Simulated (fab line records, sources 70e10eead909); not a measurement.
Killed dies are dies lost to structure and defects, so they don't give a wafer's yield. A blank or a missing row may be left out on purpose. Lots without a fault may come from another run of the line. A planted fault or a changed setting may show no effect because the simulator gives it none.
Which tool did it? | flow nand_harc | 6 lots, 18 wafers sampled, at 4 steps of a route of 1159

WHAT THE GAUGES READ, wafer by wafer
NHARC_A_M1_CD_MEAS_09: target cd 120 nm.
lot  | measured     | on        | cd_nm (nm)
L204 | day 18 11:29 | cd_sem-03 | 120.0 121.9 120.9
L206 | day 19 02:50 | cd_sem-01 | 120.8 120.1 120.5
L212 | day 20 05:17 | cd_sem-02 | 121.1 121.3 120.4
L213 | day 21 10:30 | cd_sem-02 | 120.9 120.2 120.4
L214 | day 22 06:09 | cd_sem-02 | 116.5 121.2 116.0
L222 | day 23 03:05 | cd_sem-01 | 120.6 119.9 119.2

WHICH TOOL RAN EACH LOT (tool, then ch and the chambers of the sampled wafers, then the start)
lot  | NHARC_A_M0_PVD_21                       | NHARC_A_M0_ANNEAL_30             | NHARC_A_M1_PEB_07
L204 | pvd_sputter-01, day 18 09:07 or earlier | rtp_anneal-01 ch 0, day 18 09:07 | litho_track-04 ch 0, day 18 11:25
L206 | pvd_sputter-03, day 19 00:45 or earlier | rtp_anneal-02 ch 0, day 19 00:45 | litho_track-06 ch 0, day 19 02:46
L212 | pvd_sputter-01, day 20 02:40 or earlier | rtp_anneal-02 ch 0, day 20 02:40 | litho_track-06 ch 0, day 20 05:12
L213 | pvd_sputter-01, day 21 08:18 or earlier | rtp_anneal-01 ch 0, day 21 08:18 | litho_track-01 ch 0, day 21 10:25
L214 | pvd_sputter-02, day 22 03:55 or earlier | rtp_anneal-01 ch 0, day 22 03:55 | litho_track-01 ch 0, day 22 06:04
L222 | pvd_sputter-02, day 23 00:49 or earlier | rtp_anneal-01 ch 0, day 23 00:49 | litho_track-04 ch 0, day 23 03:01
- NHARC_A_M0_PVD_21: deposits Cu, target thk 30 nm, time 20.49 s.
- NHARC_A_M0_ANNEAL_30: time 90 s.
- NHARC_A_M1_PEB_07: peb time 65 s.

THE ANSWER, worked out from the rows above alone
Rule: what is usual is taken from the lots themselves. Put in order of their means at a reading, lots are off if they are a third of the lots or fewer, leave a main group of 4 or more, and stand apart from it by a gap of 3 or more times the standard deviation of the main group's means; of several such gaps the widest counts. A main group whose means are all the same, to the digits that the tables above print for the reading, isn't used. A lot without any number at a reading at which 4 lots or more have one is off too. The other lots that the step has rows for count as sound.
Off: L214, at NHARC_A_M1_CD_MEAS_09 (cd_nm). The main group: mean 120.5 nm, standard deviation 0.38.
A tool fits if, at a process step before that reading, it ran every lot that is off, and no sound lot after the first of them. The gauges at NHARC_A_M1_CD_MEAS_09 are tried like those tools. NHARC_A_M0_PVD_21 gives no start for some lots, so the hours and the order of its lots are those of NHARC_A_M0_ANNEAL_30. Can't be told from this: 2 tools fit, litho_track-01 at NHARC_A_M1_PEB_07, cd_sem-02 at NHARC_A_M1_CD_MEAS_09.

WHAT THE SIMULATOR HAD PUT IN
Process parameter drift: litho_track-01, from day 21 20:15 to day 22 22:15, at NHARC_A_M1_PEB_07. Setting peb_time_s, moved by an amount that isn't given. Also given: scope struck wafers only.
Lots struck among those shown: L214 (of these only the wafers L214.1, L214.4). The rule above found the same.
